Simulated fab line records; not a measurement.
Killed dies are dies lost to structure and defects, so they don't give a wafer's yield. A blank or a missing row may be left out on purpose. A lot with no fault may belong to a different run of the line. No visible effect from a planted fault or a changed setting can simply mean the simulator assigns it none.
fab line records	flow nand-harc
record: lots: 5	wafers: 15	last-day: 32
route steps=1302 shown P_CONTACT@233
lots with no fault: from the same line, run without faults
start-h: hours from the record's opening day to when the first of the lot's shown wafers began	wait-h: time in hours since the lot's previous step	" repeats the value in the row above	L1.1+2: several wafers, shown together as one row	- value missing, or start not given	* or withheld: withheld	< > ~ a bound
route shown NAME@n: names a module that has steps shown in the file, with the first one's number in the route	usual: mean/standard deviation taken from wafers without a fault	same: alike in all rows	chamber/n: place in a boat	sites: readings site by site	_std_site: standard deviation across them	_edge_site: the outer-site mean with the inner-site mean subtracted	radius-mm: how far each site lies from the wafer's centre	mask NAME#n: copy n	behind: the last tool/chamber to shape the wafer	hold: why the lot went on hold/how many hours it stayed there/how the hold came to an end	device: the transistor (n, p or np) that didn't switch	end of line: tests of these same wafers at the route's end	a step given without rows: its recipe and nothing more	killed: dies lost to structure and defects at the first sort, not the wafer's yield	map: per-die view of a wafer (x killed, . not killed, _ where there is no die)
set.NAME: the setting that was run; set.NAME@STEP: the one run at that earlier step	model.NAME: the simulator's own value behind a step, which no gauge read
lots at some steps of the route; a table a step, a row a wafer
services: the hour from which a tool's chamber was out of use, counted from the record's first day as start-h (under 0 if before that day), plus the number of hours and why
== steps ==
step: NHARC_P_CONTACT_OVL_MEAS_13
usual: overlay-x-nm: 0.1/0.96	overlay-y-nm: 0.1/0.75
lot.wafer	tool	chamber	start-h	wait-h	overlay-x-nm	overlay-y-nm
L261.1	overlay-01	-	165.09	-	-0.4	0.1
L261.3	"	-	"	"	-0.5	0.5
L261.6	"	-	"	"	0.0	-0.1
L271.1	overlay-02	-	265.54	-	0.3	-0.2
L271.3	"	-	"	"	-0.4	0.1
L271.6	"	-	"	"	-0.1	0.4
L273.1	overlay-02	-	283.87	-	-0.6	0.1
L273.5	"	-	"	"	-0.8	0.0
L273.6	"	-	"	"	-0.2	0.5
L277.3	overlay-02	-	326.28	-	0.1	1.2
L277.4	"	-	"	"	0.7	1.4
L277.5	"	-	"	"	0.4	0.9
L278.2	overlay-01	-	336.48	-	-1.9	-0.1
L278.3	"	-	"	"	-1.6	0.0
L278.5	"	-	"	"	-2.1	-0.8
step: NHARC_P_CONTACT_INSPECT_14
usual: raw-defect-count: 4.4/2.6
lot.wafer	tool	chamber	start-h	wait-h	raw-defect-count
L261.1	defect-inspect-02	-	165.12	0.0	10
L261.3	"	-	"	"	5
L261.6	"	-	"	"	7
L271.1	defect-inspect-02	-	265.58	0.0	5
L271.3	"	-	"	"	7
L271.6	"	-	"	"	4
L273.1	defect-inspect-01	-	283.91	0.0	3
L273.5	"	-	"	"	2
L273.6	"	-	"	"	3
L277.3	defect-inspect-01	-	326.32	0.0	4
L277.4	"	-	"	"	2
L277.5	"	-	"	"	3
L278.2	defect-inspect-02	-	336.52	0.0	10
L278.3	"	-	"	"	14
L278.5	"	-	"	"	9
step: NHARC_P_CONTACT_DESCUM_17
recipe: time-s: 3	o2-flow-sccm: 200	ar-flow-sccm: 0	bias-power-w: 0	chemistry: O2
usual: drypump-motor-current-A: 5.7/0.42	oes-product-au: 1.003/0.013	rf-vpp-V: 58.0/0.9	showerhead-plenum-p-Torr: 1.96/0.08	throttle-valve-pct: 11.311/0.0097
same: bias-power-w: 0
lot.wafer	tool	chamber	start-h	wait-h	drypump-motor-current-A	oes-product-au	rf-hours-counter-h	rf-vpp-V	showerhead-plenum-p-Torr	throttle-valve-pct
L261.3	rie-diel-02	1	165.18	0.1	5.8	1.008	3.0	57.3	1.83	11.294
L261.1	"	2	"	"	5.9	0.985	3.1	58.7	1.83	11.301
L261.6	"	2	"	"	6.0	0.984	-	58.5	1.84	11.311
L271.3	rie-diel-12	0	265.65	0.1	5.3	0.986	5.5	57.4	1.99	11.320
L271.1	"	1	"	"	5.7	1.015	5.6	59.3	2.04	11.302
L271.6	"	2	"	"	5.0	1.020	-	58.3	1.99	11.307
L273.1	rie-diel-02	0	283.98	0.1	6.0	0.987	1.1	57.8	1.99	11.300
L273.6	"	3	"	"	6.1	1.005	-	59.2	2.03	11.314
L273.5	"	0	"	"	6.0	0.982	-	58.3	1.99	11.291
L277.4	rie-diel-02	0	326.40	0.1	6.0	0.979	3.4	57.0	1.99	11.298
L277.3	"	1	"	"	5.8	1.014	3.2	58.0	1.83	11.320
L277.5	"	2	"	"	5.9	0.999	-	56.7	1.83	11.287
L278.3	rie-diel-02	0	336.58	0.1	6.0	0.977	3.8	57.9	1.99	11.308
L278.2	"	2	"	"	5.9	0.999	3.9	58.3	1.83	11.292
L278.5	"	1	"	"	5.8	1.025	-	57.3	1.83	11.320
step: NHARC_P_CONTACT_ETCH_35
recipe: target-depth-a: 390	over-etch-frac: 0.3	time-s: 65	ion-energy-ev: 80	cf4-flow-sccm: 150	ar-flow-sccm: 0	rf-w: 300	bias-w: 100	chemistry: CF4
usual: drypump-motor-current-A: 5.7/0.4	oes-product-au: 1.002/0.013	rf-vpp-V: 151.7/1.2	showerhead-plenum-p-Torr: 1.81/0.068	throttle-valve-pct: 13.284/0.0088
lot.wafer	tool	chamber	start-h	wait-h	drypump-motor-current-A	oes-product-au	rf-hours-counter-h	rf-vpp-V	showerhead-plenum-p-Torr	throttle-valve-pct
L261.3	rie-diel-02	0	165.28	0.1	6.0	0.999	3.3	151.1	1.84	13.277
L261.1	"	1	"	"	5.8	1.021	3.1	150.7	1.70	13.274
L261.6	"	0	"	"	6.0	1.011	-	152.1	1.84	13.299
L271.3	rie-diel-12	2	265.73	0.1	5.0	1.019	5.5	150.2	1.83	13.284
L271.1	"	3	"	"	5.7	0.997	5.6	152.3	1.84	13.284
L271.6	"	2	"	"	5.0	1.030	-	151.7	1.83	13.282
L273.1	rie-diel-02	2	284.05	0.1	5.9	1.011	1.5	149.9	1.70	13.293
L273.6	"	2	"	"	6.0	1.007	-	150.8	1.70	13.292
L273.5	"	3	"	"	6.1	0.998	-	153.0	1.87	13.279
L277.4	rie-diel-02	2	326.47	0.1	5.9	1.001	3.4	149.5	1.70	13.287
L277.3	"	0	"	"	6.0	0.974	3.4	152.7	1.84	13.264
L277.5	"	1	"	"	5.8	1.018	-	151.2	1.70	13.274
L278.2	rie-diel-02	3	336.66	0.1	6.1	0.998	4.0	153.6	1.87	13.274
L278.3	"	1	"	"	5.8	1.006	3.7	150.4	1.70	13.282
L278.5	"	0	"	"	6.0	0.976	-	152.4	1.84	13.272
step: NHARC_P_CONTACT_ETCH_36
recipe: target-depth-a: 2600	over-etch-frac: 0.25	time-s: 406.25	ion-energy-ev: 200	n2-flow-sccm: 150	h2-flow-sccm: 150	ar-flow-sccm: 0	rf-w: 400	bias-w: 150	chemistry: N2/H2
step: NHARC_P_CONTACT_ETCH_18
recipe: target-depth-a: 4810	time-s: 240.5	c4f8-flow-sccm: 20	o2-flow-sccm: 10	ar-flow-sccm: withheld	rf-w: 600	bias-w: 1500	chemistry: C4F8/O2/Ar
step: NHARC_P_CONTACT_STRIP_37
recipe: c4f8-flow-sccm: withheld	o2-flow-sccm: 8	ar-flow-sccm: withheld	bias-w: 0	chemistry: C4F8/O2/Ar
step: NHARC_P_CONTACT_ETCH_31
recipe: target-depth-a: 300	time-s: 85.7	ion-energy-ev: 120	over-etch-frac: 1	ch3f-flow-sccm: 50	o2-flow-sccm: 30	ar-flow-sccm: 200	rf-w: 500	bias-w: 100	chemistry: CH3F/O2
usual: drypump-motor-current-A: 5.6/0.4	oes-product-au: 0.980/0.016	rf-vpp-V: 245.1/1.6	showerhead-plenum-p-Torr: 2.51/0.1	throttle-valve-pct: 20.663/0.0091
lot.wafer	tool	chamber	start-h	wait-h	drypump-motor-current-A	oes-product-au	rf-hours-counter-h	rf-vpp-V	showerhead-plenum-p-Torr	throttle-valve-pct
L261.1	rie-diel-02	2	-	-	5.9	0.965	3.3	242.3	2.36	20.646
L261.3	"	3	"	"	6.1	0.968	3.1	246.1	2.61	20.659
L261.6	"	2	"	"	5.9	0.973	-	242.9	2.36	20.658
L271.3	rie-diel-12	0	-	-	5.3	0.986	5.8	245.1	2.55	20.672
L271.1	"	1	"	"	5.7	1.003	6.0	247.2	2.62	20.675
L271.6	"	0	"	"	5.3	0.983	-	247.2	2.55	20.674
L273.1	rie-diel-02	1	-	-	5.8	0.980	1.5	242.8	2.35	20.652
L273.6	"	3	"	"	6.1	0.969	-	248.5	2.61	20.653
L273.5	"	0	"	"	6.0	0.965	-	245.9	2.56	20.665
L277.3	rie-diel-02	1	-	-	5.8	0.976	3.6	243.3	2.35	20.676
L277.4	"	2	"	"	6.0	0.968	3.8	243.0	2.36	20.666
L277.5	"	3	"	"	6.1	0.958	-	246.1	2.61	20.645
L278.3	rie-diel-02	1	-	-	5.8	0.994	4.0	244.5	2.35	20.660
L278.2	"	0	"	"	6.0	0.968	4.1	246.2	2.56	20.656
L278.5	"	1	"	"	5.8	0.988	-	242.4	2.35	20.666
step: NHARC_P_CONTACT_CD_MEAS_19
usual: cd-nm: 87.8/2.1
lot.wafer	tool	chamber	start-h	wait-h	cd-nm
L261.1	cd-sem-02	-	166.06	-	93.9
L261.3	"	-	"	"	89.7
L261.6	"	-	"	"	89.6
L271.1	cd-sem-03	-	266.50	-	88.5
L271.3	"	-	"	"	89.0
L271.6	"	-	"	"	86.4
L273.1	cd-sem-01	-	284.84	-	88.6
L273.5	"	-	"	"	84.7
L273.6	"	-	"	"	88.4
L277.3	cd-sem-02	-	327.74	-	87.4
L277.4	"	-	"	"	86.6
L277.5	"	-	"	"	86.5
L278.2	cd-sem-01	-	337.45	-	85.1
L278.3	"	-	"	"	90.9
L278.5	"	-	"	"	90.2
step: NHARC_P_CONTACT_STRIP_28
recipe: o2-flow-sccm: 500	ar-flow-sccm: 0	bias-w: 0	chemistry: O2
step: NHARC_P_CONTACT_STRIP_29
recipe: time-s: 1200	temp-c: 72.5	chemistry: post-etch-residue-remover
step: NHARC_P_CONTACT_DEGAS_38
recipe: temp-c: 300	time-s: 60
usual: heater-power-w: 492/59
lot.wafer	tool	chamber	start-h	wait-h	heater-power-w
L261.3	pvd-sputter-02	-	166.86	-	476
L261.1	"	-	"	"	464
L261.6	"	-	"	"	464
L271.1	pvd-sputter-02	-	267.22	-	414
L271.3	"	-	"	"	611
L271.6	"	-	"	"	411
L273.1	pvd-sputter-01	-	285.58	-	518
L273.5	"	-	"	"	441
L273.6	"	-	"	"	459
L277.3	pvd-sputter-02	-	328.44	-	615
L277.4	"	-	"	"	441
L277.5	"	-	"	"	637
L278.3	pvd-sputter-03	-	338.16	-	517
L278.2	"	-	"	"	540
L278.5	"	-	"	"	534
step: NHARC_P_CONTACT_PRE_CLEAN_39
recipe: time-s: 19.5	bias-v: 250	gas: Ar
usual: time-s: 19.5/0
lot.wafer	tool	chamber	start-h	wait-h	time-s
L261.1	pvd-sputter-02	-	166.94	-	19.5
L261.3	"	-	"	"	19.5
L261.6	"	-	"	"	19.5
L271.1	pvd-sputter-02	-	267.30	-	19.5
L271.3	"	-	"	"	19.5
L271.6	"	-	"	"	14.493
L273.1	pvd-sputter-01	-	285.64	-	19.5
L273.5	"	-	"	"	19.5
L273.6	"	-	"	"	19.5
L277.3	pvd-sputter-02	-	328.50	-	19.5
L277.4	"	-	"	"	19.5
L277.5	"	-	"	"	19.5
L278.3	pvd-sputter-03	-	338.23	-	19.5
L278.2	"	-	"	"	19.5
L278.5	"	-	"	"	19.5
step: NHARC_P_CONTACT_PVD_32
recipe: target-thk-a: 50	chamber-pressure-pa: 5	power-w: 5000	substrate-temp-c: 200	time-s: 17.7	material: Ti
usual: throttle-valve-pct: 30.2/0.81
lot.wafer	tool	chamber	start-h	wait-h	throttle-valve-pct
L261.3	pvd-sputter-02	-	-	-	29.7
L261.1	"	-	"	"	29.7
L261.6	"	-	"	"	29.8
L271.3	pvd-sputter-02	-	-	-	29.6
L271.1	"	-	"	"	29.9
L271.6	"	-	"	"	30.0
L273.1	pvd-sputter-01	-	-	-	30.1
L273.5	"	-	"	"	29.7
L273.6	"	-	"	"	28.4
L277.4	pvd-sputter-02	-	-	-	30.8
L277.3	"	-	"	"	31.6
L277.5	"	-	"	"	30.8
L278.2	pvd-sputter-03	-	-	-	29.5
L278.3	"	-	"	"	30.3
L278.5	"	-	"	"	29.6
== services ==
tool	chamber	start-h	hours	kind
rie-diel-02	0	150.04	-	clean
rie-diel-02	1	150.04	-	clean
rie-diel-02	2	150.04	-	clean
rie-diel-02	3	150.04	-	clean
rie-diel-12	0	160.49	7.1	repair
rie-diel-12	3	164.04	5.3	repair
rie-diel-02	1	169.37	6.1	repair
pvd-sputter-03	-	170.01	10.0	pm
rie-diel-02	0	174.54	-	clean
rie-diel-02	2	174.54	-	clean
rie-diel-02	3	174.54	-	clean
pvd-sputter-02	-	187.88	6.7	repair
rie-diel-12	2	191.35	4.6	repair
rie-diel-12	1	191.55	3.9	repair
rie-diel-02	0	199.04	-	clean
rie-diel-02	1	199.04	-	clean
rie-diel-02	2	199.04	-	clean
rie-diel-02	3	199.04	-	clean
rie-diel-02	-	220.04	9.0	pm
rie-diel-02	0	220.04	9.0	vent-cycle
pvd-sputter-01	-	226.00	10.0	pm
pvd-sputter-03	-	247.90	3.4	repair
rie-diel-12	-	268.40	9.0	pm
pvd-sputter-02	-	282.00	10.0	pm
== key ==
first-sign: step: NHARC_P_CONTACT_PRE_CLEAN_39	reading: time-s	direction: down	sigmas: 99+	usual: *	struck: *
effect none on later readings
met-at NHARC_P_CONTACT_PRE_CLEAN_39
struck-wafers L271.6
tester-left-out L271
onset-between 166.94 267.30
fault: kind: process-parameter-drift	tool: pvd-sputter-02	chamber: -	onset-h: 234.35	steps: NHARC_P_CONTACT_PRE_CLEAN_39	channel: time-s	offset: *	shape: step	end-h: 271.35	scope: struck-wafers-only	acts-in: *	stated: *
tester-left-out: of these lots the tester's yield and bins aren't shown, on N5 and GAA mostly nor the transistor test; their killed dies are dies lost to structure and defects alone, not to doping, threshold or leakage, so they don't give the yield
